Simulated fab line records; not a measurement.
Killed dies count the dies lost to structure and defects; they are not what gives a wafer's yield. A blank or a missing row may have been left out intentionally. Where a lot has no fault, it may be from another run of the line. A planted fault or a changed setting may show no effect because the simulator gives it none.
fab line records	flow n5-finfet
record lots=9	wafers=27	last-day=20
route steps=1938 shown ILD0@343 SDB@373 HKMG_FIN@388 BEOL_M4@1111 PASSIVATION@1936
lots with no fault: from the same line, run without faults
start-h: the number of hours between the record's first day and the start of the first shown wafer of the lot	wait-h: how many hours have passed since the lot's step before this one	" the same as in the row above	L1.1+2: one row covering several wafers at once	- either no value or no given start	* or withheld: withheld	< > ~ a bound
route shown NAME@n: a module of which the file shows steps, and the number in the route of the first	usual: mean/standard deviation taken from wafers without a fault	same: alike in all rows	chamber/n: place in a boat	sites: each site's reading	_std_site: the standard deviation of these	_edge_site: the outer-site mean with the inner-site mean subtracted	radius-mm: for every site, how far away it sits from the centre of the wafer	mask NAME#n: copy n	behind: the tool/chamber that last shaped the wafer	hold: the reason the lot was held/the length of the hold in hours/how it ended	device: names the non-switching transistor (n, p or np)	end of line: the route-end tests of the same wafers	where a step has no rows: the recipe by itself	killed: dies lost to structure and defects at the first sort, not the wafer's yield	map: the dies of a wafer, with x for killed, . for not killed, _ for no die there
set.NAME: setting as actually run; set.NAME@STEP: the setting as run at that earlier step	model.NAME: the simulator's own value behind a step, which no gauge read
route steps across a sampled set of lots; one table per step, one row per wafer
services: the hour from which a tool's chamber was out of use, counted from the record's first day as start-h (under 0 if before that day), plus the number of hours and why
## steps
# step N5_ILD0_ALD_15
# recipe material=SiNx	target-thk-a=240	temp-c=400	ald-precursor-family=SiH2I2	ald-co-reactant=N2/H2-plasma	pulse-time-s=1	ald-cycles=480	purge-time-s=2	co-reactant-purge-time-s=2	pressure-torr=2
# usual chamber-pressure-Torr=2.000/0.0042	heater-power-w=818/88	precursor-pulse-height-rel=1.001/0.02
# same ald-cycles=480	purge-time-s=2
lot.wafer	tool	chamber	start-h	wait-h	chamber-pressure-Torr	heater-power-w	precursor-pulse-height-rel
L682.1	ald-sin-03	3	63.08	0.6	2.002	760	1.027
L682.3	"	1	"	"	1.998	847	0.991
L682.5	"	2	64.17	1.2	1.999	794	0.992
L687.1	ald-sin-04	1	94.76	0.6	1.999	734	1.019
L687.3	"	2	"	"	1.995	1009	0.992
L687.5	"	0	95.85	1.2	2.005	874	1.024
L688.1	ald-sin-03	1	100.96	0.9	1.998	846	0.995
L688.3	"	0	"	"	1.997	713	1.031
L688.5	"	0	102.04	1.5	1.992	695	0.978
L695.1	ald-sin-01	1	140.50	0.6	1.995	923	1.027
L695.4	"	3	"	"	2.000	852	1.001
L695.6	"	0	141.59	1.1	1.999	764	1.002
L700.1	ald-sin-04	3	169.67	0.6	1.998	782	1.017
L700.2	"	1	"	"	2.002	749	1.026
L700.6	"	0	170.76	1.1	1.998	890	0.986
L701.3	ald-sin-04	1	176.65	0.4	2.000	749	1.001
L701.4	"	0	"	"	1.998	865	1.013
L701.5	"	3	177.74	1.2	2.003	796	0.966
L702.1	ald-sin-03	0	188.54	0.9	1.999	713	0.995
L702.2	"	3	"	"	2.007	754	0.995
L702.3	"	1	"	"	2.002	839	0.979
L703.4	ald-sin-03	2	194.43	0.2	2.001	792	1.006
L703.5	"	1	195.52	1.2	1.999	846	1.024
L703.6	"	0	"	"	1.999	709	0.984
L704.2	ald-sin-03	1	206.32	0.5	1.996	848	1.002
L704.3	"	3	"	"	1.999	785	1.014
L704.6	"	2	207.41	1.1	2.003	788	1.042
# step N5_ILD0_CMP_12
# recipe stop-on=poly-Si	material=SiNx	t-overpolish-s=6	post-cmp-clean=alkaline-brush	down-force-psi=2.5	platen-rpm=51.8	pad-velocity-m-s=1.0307	target-thk-nm=17.67
# usual motor-current-A=8.7/0.96	overpolish-run-s=6.000/0.01	retaining-ring-pressure-frac=1.000/0.0049	slurry-flow-ml-min=150.0/0.46	time-to-endpoint-s=29.0/2.3
# same t-overpolish-s=6
lot.wafer	tool	chamber	start-h	wait-h	motor-current-A	overpolish-run-s	retaining-ring-pressure-frac	slurry-flow-ml-min	time-to-endpoint-s
L682.3	cmp-04	3	65.32	1.2	9.2	5.991	0.997	150.0	29.0
L682.1	"	1	"	"	7.5	5.985	1.004	150.8	28.0
L682.5	"	3	"	"	9.0	6.010	1.005	149.4	30.5
L687.3	cmp-02	2	97.04	1.2	8.5	5.995	0.997	149.3	29.4
L687.1	"	3	"	"	8.1	6.011	1.002	150.5	30.1
L687.5	"	1	"	"	9.9	6.001	1.002	150.2	28.9
L688.1	cmp-04	1	103.20	1.2	7.6	6.011	0.998	150.2	26.9
L688.3	"	3	"	"	9.4	6.006	0.998	149.4	27.1
L688.5	"	0	"	"	10.2	5.984	1.000	150.3	26.2
L695.1	cmp-04	0	142.71	1.1	10.1	5.993	1.004	150.1	28.9
L695.4	"	2	"	"	9.1	6.007	1.002	150.3	28.8
L695.6	"	0	"	"	10.0	6.004	0.998	149.3	26.8
L700.2	cmp-04	1	171.95	1.2	7.7	6.003	0.997	150.7	27.1
L700.1	"	2	"	"	8.8	5.984	1.003	150.4	26.8
L700.6	"	3	"	"	9.5	6.003	1.001	150.8	26.8
L701.4	cmp-04	3	178.89	1.2	9.6	6.007	1.000	150.5	28.4
L701.3	"	1	"	"	7.6	6.008	1.006	150.5	28.6
L701.5	"	2	"	"	9.1	6.012	0.997	149.8	26.8
L702.1	cmp-02	0	190.74	1.1	8.1	5.990	0.997	149.5	31.2
L702.3	"	1	"	"	9.8	5.989	0.996	149.4	32.1
L702.2	"	3	"	"	8.3	5.994	1.003	150.0	28.9
L703.4	cmp-02	1	196.63	1.1	10.1	6.006	1.002	150.7	27.3
L703.6	"	1	"	"	10.1	6.006	1.002	151.0	26.8
L703.5	"	2	"	"	8.6	6.002	1.000	150.4	29.8
L704.3	cmp-02	3	208.52	1.1	7.9	6.001	1.005	150.6	27.7
L704.2	"	0	"	"	8.4	6.014	0.999	149.9	27.9
L704.6	"	3	"	"	8.0	5.999	1.002	150.6	28.8
# step N5_SDB_ALD_29
# recipe material=SiNx	target-thk-a=300	temp-c=400	ald-precursor-family=SiH2I2	ald-co-reactant=N2/H2-plasma	pulse-time-s=1	ald-cycles=600	purge-time-s=2	co-reactant-purge-time-s=2	pressure-torr=2
# usual ald-cycles=600/0	chamber-pressure-Torr=2.000/0.0044	heater-power-w=836/85	precursor-pulse-height-rel=0.997/0.02	purge-time-s=2/0
lot.wafer	tool	chamber	start-h	wait-h	ald-cycles	chamber-pressure-Torr	heater-power-w	precursor-pulse-height-rel	purge-time-s
L682.1	ald-sin-01	0	67.14	0.2	600	2.003	769	1.008	2
L682.3	"	2	"	"	600	1.996	745	0.967	2
L682.5	"	2	68.50	1.5	600	2.007	737	1.003	2
L687.1	ald-sin-04	0	98.72	0.0	-	-	-	-	-
L687.3	"	1	"	"	-	-	-	-	-
L687.5	"	0	100.07	1.4	-	-	-	-	-
L688.1	ald-sin-01	0	104.72	0.0	-	-	-	-	-
L688.3	"	1	"	"	-	-	-	-	-
L688.5	"	3	106.07	1.4	-	-	-	-	-
L695.1	ald-sin-01	3	144.59	0.3	600	2.005	835	1.017	2
L695.4	"	0	"	"	600	1.998	786	0.993	2
L695.6	"	2	145.94	1.7	600	1.994	743	1.004	2
L700.1	ald-sin-01	3	173.77	0.0	600	2.001	839	0.975	2
L700.2	"	0	"	"	600	2.003	781	0.995	2
L700.6	"	2	175.13	1.4	600	2.005	762	0.976	2
L701.3	ald-sin-01	0	181.04	0.4	600	1.997	796	0.974	2
L701.4	"	2	"	"	600	2.000	731	0.987	2
L701.5	"	2	182.39	1.7	600	1.992	742	0.965	2
L702.1	ald-sin-01	3	199.86	0.0	600	1.995	856	1.002	2
L702.2	"	0	"	"	600	2.004	792	1.005	2
L702.3	"	1	"	"	600	2.010	903	1.019	2
L703.4	ald-sin-04	3	200.10	0.0	600	2.005	795	0.973	2
L703.5	"	3	201.45	1.4	600	2.005	778	0.991	2
L703.6	"	0	"	"	600	1.995	831	0.969	2
L704.2	ald-sin-04	1	210.11	0.0	600	2.006	747	1.002	2
L704.3	"	3	"	"	600	2.005	790	0.979	2
L704.6	"	3	211.46	1.4	600	2.001	773	0.984	2
# step N5_SDB_CMP_30
# recipe stop-on=poly-Si	t-overpolish-s=1.54	post-cmp-clean=alkaline-brush	down-force-psi=4.1491	platen-rpm=51.796	pad-velocity-m-s=1.0306	target-thk-nm=30
# usual motor-current-A=12.2/1.4	retaining-ring-pressure-frac=1.000/0.0045	slurry-flow-ml-min=149.9/0.47	time-to-endpoint-s=17.0/2.1
lot.wafer	tool	chamber	start-h	wait-h	motor-current-A	retaining-ring-pressure-frac	slurry-flow-ml-min	time-to-endpoint-s
L682.3	cmp-02	0	69.89	1.4	12.4	0.999	149.9	12.5
L682.1	"	1	"	"	12.8	0.995	149.5	16.4
L682.5	"	0	"	"	11.5	0.993	150.4	13.2
L687.1	cmp-03	2	101.53	1.5	14.6	0.994	149.2	8.5
L687.3	"	3	"	"	12.0	0.988	150.6	7.2
L687.5	"	0	"	"	10.3	0.999	149.8	7.4
L688.1	cmp-04	2	107.49	1.4	12.3	0.999	149.5	5.2
L688.3	"	0	"	"	14.4	0.998	150.4	2.6
L688.5	"	2	"	"	12.6	1.003	149.4	6.7
L695.1	cmp-02	0	147.36	1.4	11.9	1.007	149.3	18.7
L695.4	"	1	"	"	13.5	1.000	149.4	20.3
L695.6	"	0	"	"	11.6	1.000	149.5	14.5
L700.2	cmp-03	3	176.51	1.4	12.2	0.994	150.0	16.4
L700.1	"	0	"	"	10.0	1.003	150.5	17.0
L700.6	"	0	"	"	10.0	1.008	150.2	17.2
L701.4	cmp-03	3	183.81	1.4	12.4	1.007	149.0	11.9
L701.3	"	1	"	"	10.9	1.000	150.2	14.2
L701.5	"	3	"	"	11.9	1.002	150.3	12.6
L702.1	cmp-03	1	202.59	1.4	11.7	0.999	149.9	17.7
L702.3	"	2	"	"	15.1	1.000	149.7	17.1
L702.2	"	0	"	"	10.3	1.003	149.6	14.3
L703.4	cmp-03	2	202.83	1.4	14.9	0.999	150.0	18.8
L703.6	"	2	"	"	14.5	1.000	149.6	18.7
L703.5	"	3	"	"	11.7	0.996	149.7	16.4
L704.2	cmp-03	0	212.88	1.4	10.4	1.006	150.3	15.3
L704.3	"	1	"	"	11.9	1.006	149.8	17.7
L704.6	"	0	"	"	10.3	1.003	150.6	17.1
# step N5_HKMG_FIN_ALD_74
# recipe material=La2O3	target-thk-a=5	temp-c=250	ald-precursor-family=La-Cp	ald-co-reactant=O3	pulse-time-s=6	co-reactant-pulse-time-s=1	purge-time-s=3	co-reactant-purge-time-s=3
# usual heater-power-w=353/42	precursor-pulse-height-rel=1.002/0.018
# same co-reactant-pulse-time-s=1	co-reactant-purge-time-s=3	purge-time-s=3
lot.wafer	tool	chamber	start-h	wait-h	heater-power-w	precursor-pulse-height-rel
L682.1	ald-hk-03	1	71.20	0.2	312	1.007
L682.3	"	3	"	"	314	1.002
L682.5	"	0	"	"	315	0.965
L695.1	ald-hk-03	1	148.63	0.2	316	0.987
L695.4	"	3	"	"	320	1.008
L695.6	"	2	"	"	383	1.015
L700.1	ald-hk-02	1	177.82	0.2	424	1.009
L700.2	"	0	"	"	394	1.010
L700.6	"	1	"	"	406	0.976
L701.3	ald-hk-02	1	185.47	0.1	419	0.998
L701.4	"	3	"	"	288	1.003
L701.5	"	1	"	"	418	1.023
L702.1	ald-hk-03	2	204.09	0.2	378	1.002
L702.2	"	3	"	"	312	1.022
L702.3	"	0	"	"	316	0.983
L703.4	ald-hk-02	0	204.14	0.1	380	1.009
L703.5	"	0	"	"	380	0.992
L703.6	"	3	"	"	293	0.999
L704.2	ald-hk-03	3	214.16	0.2	325	1.003
L704.3	"	2	"	"	368	0.987
L704.6	"	2	"	"	377	0.973
# step N5_BEOL_M4_RC_MEAS_101
# usual DIBL_N=36.6/1.3	DIBL_P=36.4/1.4	IOFF_N=0.167/0.023	IOFF_P=0.219/0.029	ION_N=678/8.7	ION_P=464/6.4	SS_N=71.5/0.53	SS_P=73.4/0.57	VT_N=248.5/2.8	VT_P=-249/3.1
lot.wafer	tool	chamber	start-h	wait-h	DIBL_N[mV/V]	DIBL_P[mV/V]	IOFF_N[nA/um]	IOFF_P[nA/um]	ION_N[uA/um]	ION_P[uA/um]	SS_N[mV/dec]	SS_P[mV/dec]	VT_N[mV]	VT_P[mV]
L682.1	prober-01	0	185.19	0.0	37.4	37.4	0.195	0.237	697	467	72.2	73.3	243.2	-248
L682.3	"	0	"	"	37.8	37.4	0.193	0.224	690	465	70.9	72.9	245.4	-249
L682.5	"	0	"	"	36.8	36.8	0.171	0.216	683	465	71.2	73.5	248.1	-250
L695.1	prober-01	0	305.05	0.0	35.5	37.1	0.165	0.201	674	460	71.6	74.1	248.2	-253
L695.4	"	0	"	"	36.0	38.0	0.177	0.215	673	457	71.8	74.1	249.4	-253
L695.6	"	0	"	"	36.7	38.3	0.189	0.210	670	455	72.2	74.1	247.0	-251
L701.3	prober-01	0	330.29	0.3	36.4	36.8	0.165	0.212	667	458	71.5	73.0	246.2	-250
L701.4	"	0	"	"	37.5	38.0	0.173	0.237	670	463	71.5	73.5	247.3	-248
L701.5	"	0	"	"	37.3	37.8	0.172	0.228	668	461	71.3	73.2	247.1	-251
L700.1	prober-02	0	332.15	0.0	35.9	35.4	0.156	0.219	675	464	70.9	73.2	246.8	-250
L700.2	"	0	"	"	35.2	35.2	0.148	0.225	681	472	70.5	73.5	249.7	-248
L700.6	"	0	"	"	36.6	36.0	0.169	0.230	681	466	70.9	73.4	246.5	-248
L702.1	prober-01	0	334.52	0.0	39.3	37.6	0.193	0.207	689	461	71.7	74.3	245.8	-252
L702.2	"	0	"	"	37.9	37.0	0.165	0.200	679	466	71.7	73.7	249.2	-253
L702.3	"	0	"	"	37.2	36.2	0.149	0.180	672	456	71.6	73.5	252.1	-255
L703.4	prober-01	0	351.61	0.5	37.1	39.1	0.171	0.247	674	463	72.1	73.3	249.8	-248
L703.5	"	0	"	"	37.7	38.4	0.176	0.233	675	465	72.4	73.7	250.0	-248
L703.6	"	0	"	"	36.9	38.3	0.168	0.222	678	466	71.7	73.8	252.3	-251
L704.2	prober-01	0	358.47	0.2	38.3	39.0	0.231	0.281	704	477	71.8	74.7	242.5	-245
L704.3	"	0	"	"	37.2	36.4	0.193	0.235	689	468	71.3	74.4	245.3	-249
L704.6	"	0	"	"	37.2	36.5	0.188	0.234	690	468	71.6	73.3	245.2	-250
# step N5_PASSIVATION_PROBE_49
# usual defect-limited-yield=91.6/1.6	killed_at_M0_to_M3=32/9.7	killed_at_M4_up=13/4.4	killed-at-contacts=12/6.5	killed-at-front-end=38/12	killed-at-other=3.7/3	killed-dies=99/18	killed-on-rim=13/3.9	killed-open=66/14	killed-short=32/7.5	sort_bin_5_function=4.9/1	sort_bin_6_memory=3.2/0.73	sort-n-pass=1081/18	sort-yield-pct=91.6/1.6
# same gross-dies=1180	killed-at-back-side=0	sort_bin_4_leakage[%]=0	sort_bin_8_speed[%]=0
lot.wafer	tool	chamber	start-h	wait-h	defect-limited-yield[%]	killed_at_M0_to_M3	killed_at_M4_up	killed-at-contacts	killed-at-front-end	killed-at-other	killed-dies	killed-on-rim	killed-open	killed-short	sort_bin_5_function[%]	sort_bin_6_memory[%]	sort-n-pass	sort-yield-pct[%]
L682.1	prober-01	-	289.43	0.0	92.0	16	12	22	41	3	94	14	67	27	4.8	3.1	1086	92.0
L682.3	prober-01	-	289.53	0.1	90.3	34	17	32	31	1	115	14	77	38	6.0	3.2	1065	90.3
L682.5	prober-01	-	289.63	0.2	90.6	28	17	15	50	1	111	18	64	43	5.3	3.5	1069	90.6
L687.1	prober-02	-	302.41	0.0	0	26	15	5	1133	1	1180	152	47	27	97.4	2.3	0	0
L687.3	prober-02	-	302.51	0.1	0	30	22	11	1111	6	1180	152	57	33	96.2	3.6	0	0
L687.5	prober-02	-	302.61	0.2	0	29	28	16	1105	2	1180	152	71	33	96.9	2.8	0	0
L688.1	prober-01	-	325.92	0.0	0	29	11	11	1125	4	1180	152	51	49	96.4	3.5	0	0
L688.3	prober-01	-	326.02	0.1	0	19	15	23	1121	2	1180	152	56	23	97.0	2.7	0	0
L688.5	prober-01	-	326.12	0.2	0	37	12	18	1109	4	1180	152	64	34	96.2	3.6	0	0
L695.1	prober-01	-	418.70	0.0	93.0	25	13	9	34	2	83	8	52	31	4.5	2.4	1097	93.0
L695.4	prober-01	-	418.85	0.2	92.1	35	19	7	29	3	93	9	62	31	4.7	3.1	1087	92.1
L695.6	prober-01	-	418.95	0.3	92.6	23	15	8	40	1	87	12	56	31	4.3	3.0	1093	92.6
L701.3	prober-01	-	430.94	0.1	92.7	33	14	5	31	3	86	12	51	32	4.5	2.5	1094	92.7
L701.4	prober-01	-	430.99	0.2	92.5	36	12	6	27	8	89	14	63	26	4.4	2.7	1091	92.5
L701.5	prober-01	-	431.04	0.2	91.0	39	17	7	39	4	106	18	57	48	4.7	3.5	1074	91.0
L700.1	prober-01	-	434.31	0.0	89.1	25	23	21	59	1	129	17	100	28	6.4	4.2	1051	89.1
L700.2	prober-01	-	434.36	0.1	91.1	24	13	17	47	4	105	9	79	25	4.7	4.1	1075	91.1
L700.6	prober-01	-	434.56	0.3	91.7	26	17	9	42	4	98	16	68	29	4.2	3.8	1082	91.7
L702.1	prober-02	-	449.64	0.0	93.8	15	8	11	39	0	73	6	46	24	4.3	1.5	1107	93.8
L702.2	prober-02	-	449.69	0.1	93.1	23	9	5	43	1	81	13	55	23	4.0	2.6	1099	93.1
L702.3	prober-02	-	449.74	0.1	95.0	18	8	5	27	1	59	6	37	20	2.8	1.9	1121	95.0
L703.4	prober-02	-	455.37	0.2	89.6	33	18	9	58	5	123	15	89	32	6.6	3.4	1057	89.6
L703.5	prober-02	-	455.42	0.2	89.8	30	13	5	68	4	120	22	80	39	6.4	3.6	1060	89.8
L703.6	prober-02	-	455.47	0.3	90.6	39	4	20	45	3	111	13	73	38	4.9	4.0	1069	90.6
L704.2	prober-01	-	472.01	0.1	88.5	33	22	6	63	12	136	18	96	39	6.9	4.2	1044	88.5
L704.3	prober-01	-	472.06	0.1	91.1	36	15	10	36	8	105	10	68	36	4.5	3.8	1075	91.1
L704.6	prober-01	-	472.21	0.3	90.0	46	17	6	41	8	118	16	88	30	6.0	3.8	1062	90.0
# killed by level:class
L682.1 MOL_CONTACT_COAG:geometric-particle:open=19 STI_FIN_REVEAL:geometric-particle:open=10 ILD0:geometric-particle:short=8 BEOL_M1:geometric-particle:open=6 STARTING-WAFER:geometric-particle:open=6 FIN_SAQP:geometric-particle:open=4 FIN_SAQP:geometric-particle:short=3 MOL_CONTACT_COAG:geometric-particle:short=3
L682.3 MOL_CONTACT_COAG:geometric-particle:open=25 BEOL_M0_SAQP:geometric-particle:open=10 STI_FIN_REVEAL:geometric-particle:open=8 BEOL_M1:geometric-particle:open=8 BEOL_M4:geometric-particle:short=8 MOL_CONTACT_COAG:geometric-particle:short=7 FIN_CUT:geometric-particle:short=5 BEOL_M0_SAQP:geometric-particle:short=5
L682.5 STI_FIN_REVEAL:geometric-particle:open=9 MOL_CONTACT_COAG:geometric-particle:open=9 BEOL_M1:geometric-particle:open=9 FIN_SAQP:geometric-particle:open=8 DUMMY_GATE:geometric-particle:open=8 FIN_SAQP:geometric-particle:short=7 BEOL_M1:geometric-particle:short=7 MOL_CONTACT_COAG:geometric-particle:short=6
L687.1 SDB:area-ald=1106 BEOL_M2:geometric-particle:open=7 FIN_SAQP:geometric-particle:short=7 BEOL_M4:geometric-particle:open=6 MOL_CONTACT_COAG:geometric-particle:open=5 BEOL_M0_SAQP:geometric-particle:open=5 FIN_SAQP:geometric-particle:open=4 BEOL_M3:geometric-particle:open=4
L687.3 SDB:area-ald=1090 BEOL_M4:geometric-particle:open=11 MOL_CONTACT_COAG:geometric-particle:open=10 BEOL_M2:geometric-particle:open=8 FIN_SAQP:geometric-particle:open=6 FIN_SAQP:geometric-particle:short=6 BEOL_M1:geometric-particle:open=6 BEOL_M0_SAQP:geometric-particle:short=5
L687.5 SDB:area-ald=1076 BEOL_M4:geometric-particle:open=17 MOL_CONTACT_COAG:geometric-particle:open=9 FIN_SAQP:geometric-particle:short=8 MOL_CONTACT_COAG:geometric-particle:short=7 BEOL_M2:geometric-particle:open=7 BEOL_M5:geometric-particle:open=7 FIN_SAQP:geometric-particle:open=5
L688.1 SDB:area-ald=1080 FIN_SAQP:geometric-particle:short=14 FIN_SAQP:geometric-particle:open=9 STI_FIN_REVEAL:geometric-particle:open=7 BEOL_M0_SAQP:geometric-particle:short=7 MOL_CONTACT_COAG:geometric-particle:open=6 BEOL_M1:geometric-particle:open=6 BEOL_M3:geometric-particle:open=6
L688.3 SDB:area-ald=1101 MOL_CONTACT_COAG:geometric-particle:open=15 MOL_CONTACT_COAG:geometric-particle:short=8 BEOL_M2:geometric-particle:open=7 FIN_SAQP:geometric-particle:open=5 BEOL_M4:geometric-particle:open=5 BEOL_M0_SAQP:geometric-particle:short=4 BEOL_M0_SAQP:geometric-particle:open=4
L688.5 SDB:area-ald=1081 MOL_CONTACT_COAG:geometric-particle:open=12 BEOL_M0_SAQP:geometric-particle:short=9 BEOL_M1:geometric-particle:open=7 BEOL_M2:geometric-particle:open=7 MOL_CONTACT_COAG:geometric-particle:short=6 STARTING-WAFER:geometric-particle:open=5 FIN_SAQP:geometric-particle:open=4
L695.1 BEOL_M2:geometric-particle:open=10 GATE_CUT:geometric-particle:short=9 FIN_SAQP:geometric-particle:short=6 MOL_CONTACT_COAG:geometric-particle:open=6 BEOL_M3:geometric-particle:open=6 BEOL_M5:geometric-particle:open=6 STI_FIN_REVEAL:geometric-particle:open=5 BEOL_M4:geometric-particle:open=5
L695.4 BEOL_M0:geometric-particle:open=9 BEOL_M2:geometric-particle:open=9 BEOL_M4:geometric-particle:open=8 GATE_CUT:geometric-particle:short=6 STI_FIN_REVEAL:geometric-particle:open=5 MOL_CONTACT_COAG:geometric-particle:open=5 BEOL_M3:geometric-particle:open=4 BEOL_M5:geometric-particle:open=4
L695.6 FIN_SAQP:geometric-particle:short=10 GATE_CUT:geometric-particle:short=7 FIN_SAQP:geometric-particle:open=6 STI_FIN_REVEAL:geometric-particle:open=6 GATE_CUT:geometric-particle:open=6 BEOL_M2:geometric-particle:open=6 BEOL_M4:geometric-particle:open=6 MOL_CONTACT_COAG:geometric-particle:open=5
L701.3 FIN_SAQP:geometric-particle:short=9 BEOL_M1:geometric-particle:open=8 BEOL_M4:geometric-particle:open=7 BEOL_M0:geometric-particle:open=6 BEOL_M0_SAQP:geometric-particle:open=5 BEOL_M1:geometric-particle:short=4 STI_FIN_REVEAL:geometric-particle:open=4 BEOL_M0_SAQP:geometric-particle:short=4
L701.4 STI_FIN_REVEAL:geometric-particle:open=9 BEOL_M0_SAQP:geometric-particle:open=8 MOL_CONTACT_COAG:geometric-particle:open=6 BEOL_M0_SAQP:geometric-particle:short=6 BEOL_M0:geometric-particle:open=6 BEOL_M3:geometric-particle:open=6 FIN_SAQP:geometric-particle:open=5 FIN_SAQP:geometric-particle:short=4
L701.5 FIN_SAQP:geometric-particle:short=12 BEOL_M0_SAQP:geometric-particle:short=11 BEOL_M4:geometric-particle:open=9 FIN_SAQP:geometric-particle:open=7 BEOL_M1:geometric-particle:open=7 STARTING-WAFER:geometric-particle:short=7 MOL_CONTACT_COAG:geometric-particle:open=6 BEOL_M3:geometric-particle:open=6
L700.1 FIN_SAQP:geometric-particle:open=20 BEOL_M4:geometric-particle:open=19 MOL_CONTACT_COAG:geometric-particle:open=18 STI_FIN_REVEAL:geometric-particle:open=14 FIN_SAQP:geometric-particle:short=9 BEOL_M0_SAQP:geometric-particle:open=9 BEOL_M3:geometric-particle:open=8 STI_FIN_REVEAL:geometric-particle:short=5
L700.2 MOL_CONTACT_COAG:geometric-particle:open=15 STI_FIN_REVEAL:geometric-particle:open=14 BEOL_M4:geometric-particle:open=10 BEOL_M1:geometric-particle:open=8 DUMMY_GATE:geometric-particle:open=7 BEOL_M2:geometric-particle:open=6 STARTING-WAFER:geometric-particle:open=5 FIN_SAQP:geometric-particle:open=4
L700.6 STI_FIN_REVEAL:geometric-particle:open=11 FIN_SAQP:geometric-particle:open=10 MOL_CONTACT_COAG:geometric-particle:open=8 BEOL_M1:geometric-particle:open=7 BEOL_M3:geometric-particle:open=6 DUMMY_GATE:geometric-particle:open=5 FIN_SAQP:geometric-particle:short=4 BEOL_M0_SAQP:geometric-particle:short=4
L702.1 STI_FIN_REVEAL:geometric-particle:open=12 MOL_CONTACT_COAG:geometric-particle:open=8 FIN_SAQP:geometric-particle:open=6 BEOL_M2:geometric-particle:open=5 DUMMY_GATE:geometric-particle:open=4 GATE_CUT:geometric-particle:short=4 FIN_SAQP:geometric-particle:short=3 BEOL_M0_SAQP:geometric-particle:short=3
L702.2 FIN_SAQP:geometric-particle:open=12 BEOL_M0_SAQP:geometric-particle:short=10 BEOL_M0_SAQP:geometric-particle:open=9 STI_FIN_REVEAL:geometric-particle:open=7 MOL_CONTACT_COAG:geometric-particle:open=5 DUMMY_GATE:geometric-particle:short=4 GATE_CUT:geometric-particle:open=4 FIN_SAQP:geometric-particle:short=3
L702.3 DUMMY_GATE:geometric-particle:open=6 FIN_SAQP:geometric-particle:short=5 MOL_CONTACT_COAG:geometric-particle:open=4 BEOL_M0_SAQP:geometric-particle:open=3 BEOL_M0_SAQP:geometric-particle:short=3 BEOL_M3:geometric-particle:open=3 STARTING-WAFER:geometric-particle:short=3 FIN_SAQP:geometric-particle:open=2
L703.4 FIN_SAQP:geometric-particle:open=14 STI_FIN_REVEAL:geometric-particle:open=12 BEOL_M0:geometric-particle:open=8 BEOL_M1:geometric-particle:open=8 FIN_SAQP:geometric-particle:short=7 MOL_CONTACT_COAG:geometric-particle:open=7 DUMMY_GATE:geometric-particle:open=6 BEOL_M3:geometric-particle:open=6
L703.5 FIN_SAQP:geometric-particle:open=21 STI_FIN_REVEAL:geometric-particle:open=15 FIN_SAQP:geometric-particle:short=14 BEOL_M0_SAQP:geometric-particle:short=7 BEOL_M0_SAQP:geometric-particle:open=6 DUMMY_GATE:geometric-particle:open=6 BEOL_M3:geometric-particle:open=6 BEOL_M5:geometric-particle:open=5
L703.6 MOL_CONTACT_COAG:geometric-particle:open=15 BEOL_M0_SAQP:geometric-particle:open=13 FIN_SAQP:geometric-particle:short=7 FIN_SAQP:geometric-particle:open=7 BEOL_M0_SAQP:geometric-particle:short=7 DUMMY_GATE:geometric-particle:open=6 BEOL_M2:geometric-particle:open=6 STI_FIN_REVEAL:geometric-particle:open=5
L704.2 STI_FIN_REVEAL:geometric-particle:open=17 FIN_SAQP:geometric-particle:open=15 BEOL_M4:geometric-particle:open=13 FIN_SAQP:geometric-particle:short=12 BEOL_M3:geometric-particle:open=12 BEOL_M2:geometric-particle:open=9 BEOL_M1:geometric-particle:open=8 PASS1_DEP:geometric-particle:short=6
L704.3 STI_FIN_REVEAL:geometric-particle:open=12 BEOL_M3:geometric-particle:open=10 BEOL_M4:geometric-particle:open=10 MOL_CONTACT_COAG:geometric-particle:short=7 BEOL_M2:geometric-particle:open=7 FIN_SAQP:geometric-particle:open=6 FIN_SAQP:geometric-particle:short=6 BEOL_M0_SAQP:geometric-particle:short=5
L704.6 BEOL_M3:geometric-particle:open=15 STI_FIN_REVEAL:geometric-particle:open=14 BEOL_M1:geometric-particle:open=12 BEOL_M4:geometric-particle:open=11 FIN_SAQP:geometric-particle:short=9 DUMMY_GATE:geometric-particle:open=8 MOL_CONTACT_COAG:geometric-particle:open=5 FIN_SAQP:geometric-particle:open=4
## services
tool	chamber	start-h	hours	kind
ald-sin-01	0	39.96	2.2	repair
ald-sin-01	3	42.94	1.6	repair
ald-sin-01	0	56.88	8.5	repair
ald-hk-03	-	83.48	1.0	repair
cmp-02	-	84.72	3.1	pm
cmp-03	-	113.28	7.0	pm
cmp-02	-	113.89	4.0	pm
cmp-04	-	113.89	0.6	repair
cmp-02	-	117.89	-	consumable-replace:conditioner
cmp-02	-	117.89	-	consumable-replace:pad
ald-sin-01	0	119.92	-	calibration
cmp-04	-	131.11	6.7	pm
ald-hk-02	-	157.55	2.0	repair
cmp-03	-	162.99	4.0	pm
ald-sin-04	-	178.82	14.0	pm
ald-sin-04	0	178.82	14.0	vent-cycle
ald-sin-04	1	178.82	16.7	vent-cycle
ald-sin-04	2	178.82	14.0	vent-cycle
ald-sin-04	3	178.82	14.0	vent-cycle
cmp-04	-	182.94	5.0	pm
cmp-03	-	188.84	1.4	repair
cmp-02	-	192.28	1.1	repair
ald-sin-04	0	192.82	-	clean
ald-sin-01	-	211.62	0.5	repair
## key
first-sign step=N5_SDB_ALD_29	reading=tool-record	direction=missing
effect step=N5_SDB_CMP_30	reading=time-to-endpoint-s	direction=down	sigmas=5.1	usual=*	struck=*
effect step=N5_PASSIVATION_PROBE_49	reading=sort_bin_5_function	direction=up	sigmas=90	usual=4.9	struck=96.7
more-kills-born-at N5_SDB_ALD_29@ald-sin-04=3272	N5_SDB_ALD_29@ald-sin-01=3262
met-at N5_SDB_ALD_29
struck-lots L687,L688
later-rows-left-out L687.1,L687.3,L687.5,L688.1,L688.3,L688.5
not-acting-at N5_ILD0_ALD_15,N5_ILD0_CMP_12,N5_HKMG_FIN_ALD_74
onset-between 67.14 98.72
fault kind=skipped-step-whole	tool=ald-sin-01,ald-sin-04	chamber=-	onset-h=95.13	steps=N5_SDB_ALD_29	scope=struck-lots-only
# later-rows-left-out: the simulator's readings of these wafers behind a module that went badly wrong aren't trusted and aren't shown, but for the sort
